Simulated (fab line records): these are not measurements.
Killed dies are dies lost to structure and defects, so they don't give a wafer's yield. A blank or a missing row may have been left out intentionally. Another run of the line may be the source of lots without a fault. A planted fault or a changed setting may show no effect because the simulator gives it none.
A struck lot beside a sound one | flow n5_finfet | 37 out of 1938 route steps
Sound: these wafers, L811.2, L811.4, L811.5. Struck: wafer L829.1. (L829.3, L829.4 of the same lot were not struck and are left out.) The cause comes at the end.
At each step with rows: each side's tool, then ch and its chambers, then its first start. Under that, the readings that differ: sound wafers | struck wafers | difference of the means | sigmas: that difference in standard deviations of wafers without a fault.
alike: readings with means less than 2 such deviations apart, plus words and numbers identical on both sides. not compared: withheld readings, readings lacking a value on some wafer, bounds such as >300 that could conceal the same value, and numbers that have no deviation in the record and whose values overlap.
The two part at a step that has a row with sigmas, a row that says differs or no value, or rows on one side only. Numbers that have no deviation but don't overlap get no sigmas and don't part them. A reading missing from all wafers of one side parts the sides only when that side holds two or more wafers.

first, 8 steps without rows for these wafers: N5_BEOL_M15_SPUTTER_43 (material TaN, target thk 15 nm, time 24.19 s); N5_BEOL_M15_SPUTTER_44 (material Ta, target thk 15 nm, time 24.19 s); N5_BEOL_M15_SPUTTER_45 (material Cu, target thk 100 nm, time 16.67 s); N5_BEOL_M15_ECD_47 (material Cu, target thk 1860 nm); N5_BEOL_M15_ANNEAL_48 (time 90 s); N5_BEOL_M15_CMP_49 (polishes, stops on SiO2, t overpolish 4.9 s, target thk 850 nm); N5_BEOL_M15_PRE_CLEAN_52 (time 15 s); N5_BEOL_M15_DEP_53 (deposits SiCN from 3MS/NH3, target thk 50 nm, time 17.8 s).
N5_PASSIVATION_PECVD_00: deposits SiO2 from SiH4/N2O, target thk 200 nm, time 11.2 s.
  sound on pecvd-01 ch 0,1,2, day 12 11:08; struck on pecvd-02 ch 2, day 18 13:40
  reading                                        | sound           | struck | difference | sigmas
  model.SiO2_of_PASSIVATION_PECVD_00.thk_nm (nm) | 197 201.8 202.2 | 119.6  | -80.7      |
  alike: heater_power_w, showerhead_plenum_p_Torr, throttle_valve_pct
  not compared: rf_fwd_power_W
then, 26 steps without rows for these wafers: N5_MIM_BOT_DEGAS_01 (time 60 s); N5_MIM_BOT_SPUTTER_00 (material TiN, target thk 35 nm, time 89.7 s); N5_MIM_TOP_ALD_00 (deposits Al2O3, purge time 3 s, co reactant pulse time 3 s); N5_MIM_TOP_ALD_01 (deposits HfO2, target thk 5.6 nm, pulse time 1 s, purge time 3 s); N5_MIM_TOP_ALD_02 (deposits Al2O3, purge time 3 s, co reactant pulse time 3 s); N5_MIM_TOP_DEGAS_04 (time 60 s); N5_MIM_TOP_SPUTTER_03 (material TiN, target thk 35 nm, time 89.7 s); N5_MIM_TOP_LITHO_HMDS_01 (time 60 s); N5_MIM_TOP_LITHO_COAT_02; N5_MIM_TOP_LITHO_EBR_04; N5_MIM_TOP_LITHO_SOFTBAKE_03 (time 90 s); N5_MIM_TOP_LITHO_EXPOSE_05 (exposes mask MIM TOP, target cd 2000 nm); N5_MIM_TOP_LITHO_PEB_06; N5_MIM_TOP_LITHO_DEVELOP_07 (develop time 60 s); N5_MIM_TOP_LITHO_HARDBAKE_09 (time 120 s); N5_MIM_TOP_LITHO_DESCUM_10 (chemistry O2, time 7.9 s); N5_MIM_TOP_ETCH_ETCH_00 (etches TiN in Cl2/BCl3, target depth 38.5 nm); N5_MIM_TOP_ETCH_STRIP_01 (strips in O2); N5_MIM_TOP_ETCH_PECVD_03 (deposits SiNx from SiH4/NH3/N2, target thk 20 nm, time 17.6 s); N5_MIM_BOT_LITHO_HMDS_01 (time 60 s); N5_MIM_BOT_LITHO_COAT_02; N5_MIM_BOT_LITHO_EBR_04; N5_MIM_BOT_LITHO_SOFTBAKE_03 (time 90 s); N5_MIM_BOT_LITHO_EXPOSE_05 (exposes mask MIM BOT); N5_MIM_BOT_LITHO_PEB_06; N5_MIM_BOT_LITHO_DEVELOP_07 (develop time 60 s).
N5_MIM_BOT_ETCH_ETCH_00: etches TiN in Cl2/BCl3, target depth 45.5 nm.
  sound on rie_metal-02 ch 0,1, day 12 16:58; struck on rie_metal-02 ch 0, day 18 19:34
  reading                                        | sound             | struck | difference | sigmas
  model.SiO2_of_PASSIVATION_PECVD_00.thk_nm (nm) | 194.4 199.2 199.6 | 117    | -81        |
  alike: drypump_motor_current_A, he_backside_leak_sccm, oes_product_au, rf_fwd_power_W, throttle_valve_pct
  not compared: rf_hours_counter_h
N5_PASSIVATION_PROBE_49:
  the record holds rows for the sound wafers here (prober-01, day 13 03:21) but none for the struck ones

WHERE THEY PART
Only at N5_PASSIVATION_PROBE_49, as far as this record shows.

WHY: the cause the simulator had injected
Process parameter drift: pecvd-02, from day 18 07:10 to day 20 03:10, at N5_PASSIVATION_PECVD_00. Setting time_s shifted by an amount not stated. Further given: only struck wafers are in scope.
